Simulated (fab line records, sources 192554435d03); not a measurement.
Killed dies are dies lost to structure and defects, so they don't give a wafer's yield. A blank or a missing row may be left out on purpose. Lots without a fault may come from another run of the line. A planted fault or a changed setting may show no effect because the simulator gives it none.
fab line records | flow n5_finfet
record lots=4 wafers=12 last_day=16
route steps=1938 shown BEOL_M7@1281 PASSIVATION@1936
lots that met no fault: from a run of the same line without faults
start_h: hours from the record's first day to the start of the lot's first wafer shown | wait_h: hours since the lot's step before | " the same as in the row above | L1.1+2: a row that stands for several wafers | - no value, or no start given | * or withheld: withheld | < > ~ a bound
route shown NAME@n: a module of which the file shows steps, and the number in the route of the first | usual: mean/standard deviation of fault-free wafers | same: alike in all rows | chamber/n: place in a boat | sites: the reading at each site | _std_site: their standard deviation | _edge_site: outer sites' mean less inner sites' | radius_mm: how far each site lies from the wafer's centre | mask NAME#n: copy n | behind: the tool/chamber that last shaped the wafer | hold: why the lot was held/for how many hours/how that ended | device: the transistor (n, p or np) that didn't switch | end of line: the same wafers' tests at the end of the route | a step without rows: its recipe alone | killed: dies lost to structure and defects at the first sort, not the wafer's yield | map: a wafer's dies, x killed, . not, _ none there
set.NAME: the setting as run; set.NAME@STEP: as run at that earlier step | model.NAME: the simulator's own value behind a step, which no gauge read
lots at some steps of the route; a table a step, a row a wafer
services: from which hour (start_h, from the record's first day; less than 0 if before it) a tool's chamber was out of use, for how many hours, and why
## steps
# step N5_BEOL_M7_ETCH_62
# recipe chemistry=N2/H2 target=SOC target_depth_a=1100 overetch_a=220 mask_material=SiARC temp_c=40 time_s=165 ion_energy_ev=200 pressure_mtorr=30 source_w=840 bias_w=150 n2_flow_sccm=200 h2_flow_sccm=200
# step N5_BEOL_M7_STRIP_68
# recipe chemistry=N2/H2 temp_c=40 n2_flow_sccm=200 h2_flow_sccm=200 rf_frequency_hz=6e+07
# step N5_BEOL_M7_STRIP_67
# recipe chemistry=CF4 resist=SiARC power_w=300 bias_power_w=75 pressure_mtorr=50 cf4_flow_sccm=150 rf_frequency_hz=6e+07
# step N5_BEOL_M7_HM_OPEN_17
# recipe chemistry=Cl2/BCl3 target_depth_a=200 overetch_a=60 target=TiN mask_material=SOC ion_energy_ev=150 pressure_mtorr=10 icp_w=1000 bias_w=126 Cl2_flow_sccm=53.25 bcl3_flow_sccm=21.75 Ar_flow_sccm=25
# step N5_BEOL_M7_STRIP_19
# recipe chemistry=O2 power_w=400 temp_c=40 pressure_mtorr=30 rf_frequency_hz=6e+07 bias_power_w=0 overash_fraction=0.2 o2_flow_sccm=225
# step N5_BEOL_M7_COAT_63
# recipe resist=SOC temp_c=250 time_s=60 spin_rpm=1500 resist_thk_nm=60
# step N5_BEOL_M7_COAT_64
# recipe resist=SiARC temp_c=220 time_s=60 spin_rpm=1500 resist_thk_nm=12
# step N5_BEOL_M7_COAT_71
# recipe resist=underlayer temp_c=205 time_s=60 spin_rpm=1500 resist_thk_nm=5
# step N5_BEOL_M7_COAT_22
# recipe resist=CAR-EUV spin_rpm=1500 resist_thk_nm=30
# step N5_BEOL_M7_EBR_24
# recipe solvent=PGMEA ebr_width_mm=1.5
# step N5_BEOL_M7_SOFTBAKE_23
# recipe temp_c=110 time_s=60 resist=CAR-EUV
# step N5_BEOL_M7_EXPOSE_25
# recipe mask_id=V6 na=0.33 source_shape=annular sigma_inner=0.4 sigma_outer=0.8 polarization=unpolarized target_cd_nm=40 dose_mj=42.5
# usual exposure_dose_mJ_cm2=42.52/0.039
# columns lot.wafer tool chamber start_h wait_h mask exposure_dose_mJ_cm2
L702.4 euv_scanner-02 0 215.52 - V6#0 42.48
L702.5 " 0 " " V6#0 42.47
L702.6 " 0 " " V6#0 42.52
L711.2 euv_scanner-02 0 272.25 - V6#0 43.94
L711.5 " 0 " " V6#0 43.97
L711.6 " 0 " " V6#0 43.97
L714.2 euv_scanner-01 0 296.20 - V6#0 42.48
L714.3 " 0 " " V6#0 42.52
L714.4 " 0 " " V6#0 42.53
L713.2 euv_scanner-02 0 301.70 - V6#0 43.67
L713.4 " 0 " " V6#0 43.59
L713.6 " 0 " " V6#0 43.71
# step N5_BEOL_M7_PEB_26
# recipe peb_temp_c=100 peb_time_s=60 resist=CAR-EUV
# step N5_BEOL_M7_DEVELOP_27
# recipe develop_time_s=30 developer=TMAH resist=CAR-EUV rinse_liquid=surfactant_rinse dry=air_spin dev_temp_c=23
# step N5_BEOL_M7_CD_MEAS_28
# recipe target_cd_nm=40 landing_energy_ev=500 detector=se_inlens
# usual cd_nm=39.98/0.21
# columns lot.wafer tool chamber start_h wait_h cd_nm
L702.4 cd_sem-02 0 215.64 - 39.94
L702.5 " 0 " " 40.02
L702.6 " 0 " " 40.03
L711.2 cd_sem-01 0 272.37 - 40.56
L711.5 " 0 " " 41.09
L711.6 " 0 " " 40.90
L714.2 cd_sem-02 0 296.33 - 40.44
L714.3 " 0 " " 40.34
L714.4 " 0 " " 40.27
L713.2 cd_sem-03 0 301.82 - 40.22
L713.4 " 0 " " 40.50
L713.6 " 0 " " 40.53
# step N5_BEOL_M7_DESCUM_33
# recipe chemistry=O2 time_s=7 source_power_w=50 bias_power_w=20 pressure_mtorr=20 rf_frequency_hz=2.712e+07 temp_c=40 resist=CAR-EUV o2_flow_sccm=225
# usual drypump_motor_current_A=5.6/0.46 oes_product_au=0.78/0.094 rf_vpp_V=243.1/1.3 showerhead_plenum_p_Torr=2.09/0.07 throttle_valve_pct=20.44/0.22
# columns lot.wafer tool chamber start_h wait_h drypump_motor_current_A oes_product_au rf_hours_counter_h rf_vpp_V showerhead_plenum_p_Torr throttle_valve_pct model.BEOL_M7.cd_nm
L702.4 rie_diel-02 2 215.78 0.0 5.2 0.76 172 242.5 2.09 20.61 39.8
L702.5 " 1 " " 5.4 0.86 - 243.3 2.14 20.26 40
L702.6 " 0 " " 5.9 0.91 - 245.2 2.21 19.88 40
L711.2 rie_diel-05 3 272.49 0.0 5.5 0.72 198 241.5 1.99 20.61 41
L711.5 " 0 " " 6.5 0.98 - 240.6 2.06 20.43 40.8
L711.6 " 3 " " 5.5 0.72 - 240.2 1.99 20.61 41
L714.2 rie_diel-02 0 296.45 0.0 5.9 0.87 59 245.2 2.21 19.93 40
L714.3 " 2 " " 5.2 0.75 190 243.3 2.09 20.64 40.2
L714.4 " 0 " " 5.9 0.87 - 243.6 2.21 19.93 40.2
L713.2 rie_diel-02 3 302.23 0.3 5.8 0.72 201 245.9 2.17 20.48 40.6
L713.4 " 0 " " 5.9 0.87 - 244.7 2.20 19.91 40.6
L713.6 " 3 " " 5.8 0.72 - 243.4 2.17 20.49 40.4
# step N5_BEOL_M7_ETCH_72
# recipe chemistry=N2/H2 target=underlayer target_depth_a=65 mask_material=CAR-EUV time_s=5.2 ion_energy_ev=200 pressure_mtorr=30 source_w=840 bias_w=150 n2_flow_sccm=200 h2_flow_sccm=200 ends=cleared
# step N5_BEOL_M7_ETCH_65
# recipe chemistry=CF4 target=SiARC target_depth_a=156 mask_material=CAR-EUV time_s=26 ion_energy_ev=80 pressure_mtorr=40 source_w=545 bias_w=36 Ar_flow_sccm=100 cf4_flow_sccm=100 ends=cleared
# step N5_BEOL_M7_ETCH_66
# recipe chemistry=N2/H2 target=SOC target_depth_a=800 overetch_a=160 mask_material=SiARC temp_c=40 time_s=120 ion_energy_ev=200 pressure_mtorr=30 source_w=840 bias_w=150 n2_flow_sccm=200 h2_flow_sccm=200
# step N5_BEOL_M7_STRIP_69
# recipe chemistry=N2/H2 temp_c=40 n2_flow_sccm=200 h2_flow_sccm=200 rf_frequency_hz=6e+07
# step N5_BEOL_M7_STRIP_73
# recipe chemistry=N2/H2 temp_c=40 n2_flow_sccm=200 h2_flow_sccm=200 rf_frequency_hz=6e+07
# step N5_BEOL_M7_VIA_ETCH_34
# recipe chemistry=C4F6/O2 target=SiCOH_lowk target_depth_a=1255 mask_material=SOC taper_deg=4 time_s=50.5 ion_energy_ev=250 pressure_mtorr=30 source_w=345 bias_w=185 Ar_flow_sccm=300 C4F6_flow_sccm=10 O2_flow_sccm=10
# usual O2_flow_sccm=10.00/0.032 drypump_motor_current_A=5.6/0.46 mfc_ar_sccm=300.0/0.86 oes_o_777_au=0.78/0.086 oes_product_au=0.78/0.093 rf_vpp_V=663/11 showerhead_plenum_p_Torr=2.85/0.089 throttle_valve_pct=20.88/0.22
# columns lot.wafer tool chamber start_h wait_h O2_flow_sccm drypump_motor_current_A mfc_ar_sccm oes_o_777_au oes_product_au rf_hours_counter_h rf_vpp_V showerhead_plenum_p_Torr throttle_valve_pct model.BEOL_M7.cd_nm
L702.4 rie_diel-02 2 215.96 0.0 10.03 5.2 299.6 0.77 0.75 173 648 2.83 20.97 39.6
L702.5 " 1 " " 10.00 5.4 299.4 0.84 0.85 - 674 2.88 20.56 39.8
L702.6 " 0 " " 10.01 5.9 301.6 0.87 0.89 - 677 3.01 20.39 40
L711.2 rie_diel-05 3 272.76 0.0 10.01 5.5 300.4 0.72 0.72 198 649 2.72 21.12 40.8
L711.5 " 0 " " 9.96 6.4 301.7 0.97 0.98 - 667 2.80 20.95 40.8
L711.6 " 3 " " 10.02 5.5 300.3 0.73 0.72 - 650 2.72 21.11 40.8
L714.2 rie_diel-02 0 296.63 0.0 9.97 5.9 300.2 0.85 0.87 59 678 3.00 20.39 40.2
L714.3 " 2 " " 10.06 5.2 300.3 0.76 0.74 190 648 2.82 20.99 40.2
L714.4 " 0 " " 10.01 5.9 299.5 0.85 0.86 - 679 3.00 20.39 40.4
L713.2 rie_diel-02 3 302.41 0.0 10.00 5.8 298.6 0.73 0.71 201 679 2.94 20.96 40.4
L713.4 " 0 " " 9.97 5.9 299.2 0.84 0.86 - 677 3.00 20.39 40.6
L713.6 " 3 " " 10.00 5.8 299.4 0.72 0.71 - 677 2.94 20.96 40.4
# step N5_BEOL_M7_STRIP_76
# recipe chemistry=C4F6/O2 resist=SiARC rf_frequency_hz=6e+07
# step N5_PASSIVATION_PROBE_49
# usual defect_limited_yield=91.5/1.4 killed_at_M0_to_M3=33/10 killed_at_M4_up=13/5 killed_at_contacts=13/5.6 killed_at_front_end=38/12 killed_at_other=3.9/2.7 killed_dies=100/16 killed_open=66/13 killed_short=32/7.2 sort_bin_5_function=5.0/0.97 sort_bin_6_memory=3.2/0.61 sort_n_pass=1080/16 sort_yield_pct=91.5/1.4
# same gross_dies=1180 killed_at_back_side=0 sort_bin_4_leakage[%]=0 sort_bin_8_speed[%]=0
# columns lot.wafer tool chamber start_h wait_h defect_limited_yield[%] killed_at_M0_to_M3 killed_at_M4_up killed_at_contacts killed_at_front_end killed_at_other killed_dies killed_open killed_short sort_bin_5_function[%] sort_bin_6_memory[%] sort_n_pass sort_yield_pct[%]
L713.2 prober-02 - 377.98 0.1 89.2 45 7 13 56 7 128 75 48 5.9 4.6 1052 89.2
L713.4 prober-02 - 378.08 0.2 90.3 25 17 10 59 4 115 59 49 6.0 3.1 1065 90.3
L713.6 prober-02 - 378.18 0.3 91.6 35 13 12 32 7 99 57 34 4.6 3.4 1081 91.6
# killed by level:class
L713.2 BEOL_M0_SAQP:geometric_particle:open=19 BEOL_M0_SAQP:geometric_particle:short=14 FIN_SAQP:geometric_particle:open=12 MOL_CONTACT_COAG:geometric_particle:open=11 STI_FIN_REVEAL:geometric_particle:open=10 FIN_SAQP:geometric_particle:short=6 DUMMY_GATE:geometric_particle:open=5 GATE_CUT:geometric_particle:open=5
L713.4 FIN_SAQP:geometric_particle:open=13 FIN_SAQP:geometric_particle:short=8 BEOL_M0_SAQP:geometric_particle:short=8 DUMMY_GATE:geometric_particle:open=7 GATE_CUT:geometric_particle:short=6 BEOL_M0_SAQP:geometric_particle:open=6 MOL_CONTACT_COAG:geometric_particle:open=6 DUMMY_GATE:geometric_particle:short=5
L713.6 BEOL_M0_SAQP:geometric_particle:short=14 DUMMY_GATE:geometric_particle:open=10 MOL_CONTACT_COAG:geometric_particle:open=8 BEOL_M0_SAQP:geometric_particle:open=7 FIN_SAQP:geometric_particle:open=5 FIN_CUT:geometric_particle:open=5 BEOL_M2:geometric_particle:open=5 BEOL_M3:geometric_particle:open=5
## services
# columns tool chamber start_h hours kind
euv_scanner-02 0 202.00 - calibration
euv_scanner-02 - 212.96 1.0 pm
rie_diel-05 0 215.24 3.8 repair
euv_scanner-01 - 219.89 1.0 pm
rie_diel-05 0 241.21 - clean
rie_diel-05 0 241.21 - consumable_replace:focus_ring
rie_diel-05 0 241.21 16.2 scheduled_down
rie_diel-05 0 241.21 16.2 vent_cycle
rie_diel-02 - 243.38 28.1 pm
rie_diel-05 - 253.86 0.2 repair
euv_scanner-01 - 260.61 12.0 pm
rie_diel-05 2 270.57 - clean
rie_diel-05 2 270.57 - consumable_replace:focus_ring
rie_diel-05 2 270.57 - consumable_replace:showerhead
rie_diel-05 2 270.57 31.4 scheduled_down
rie_diel-05 2 270.57 31.4 vent_cycle
euv_scanner-02 - 272.61 1.0 pm
euv_scanner-01 - 276.04 1.0 pm
euv_scanner-02 - 278.69 4.6 pm
euv_scanner-01 - 287.04 4.6 pm
rie_diel-02 3 290.29 7.6 repair
rie_diel-02 1 297.44 11.5 repair
## key
first_sign step=N5_BEOL_M7_EXPOSE_25 reading=exposure_dose_mJ_cm2 direction=up sigmas=33 usual=42.52 struck=43.81
effect step=N5_BEOL_M7_CD_MEAS_28 reading=cd_nm direction=up sigmas=3.1 usual=39.98 struck=40.63 through=control_loop
model_effect step=N5_BEOL_M7_DESCUM_33 value=BEOL_M7.cd_nm without=40.07 struck=40.73
model_effect step=N5_BEOL_M7_VIA_ETCH_34 value=BEOL_M7.cd_nm without=40.03 struck=40.63
met_at N5_BEOL_M7_EXPOSE_25
struck_wafers L711.2,L711.5,L711.6,L713.2,L713.4,L713.6
loop_trim step=N5_BEOL_M7_EXPOSE_25 setting=dose lots=L711,L713
onset_between 215.52 272.25
earlier_fault kind=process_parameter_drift tool=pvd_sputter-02 chamber=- onset_h=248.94 steps=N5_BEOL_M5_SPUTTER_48 channel=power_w offset=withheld shape=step acts_in=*
fault kind=process_parameter_drift tool=euv_scanner-02 chamber=- onset_h=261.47 steps=N5_BEOL_M7_EXPOSE_25 channel=dose_mj offset=1.7921 shape=step acts_in=these_recipes_only stated=42.5
# loop_trim: a control loop set the setting to another value than it would have without faults
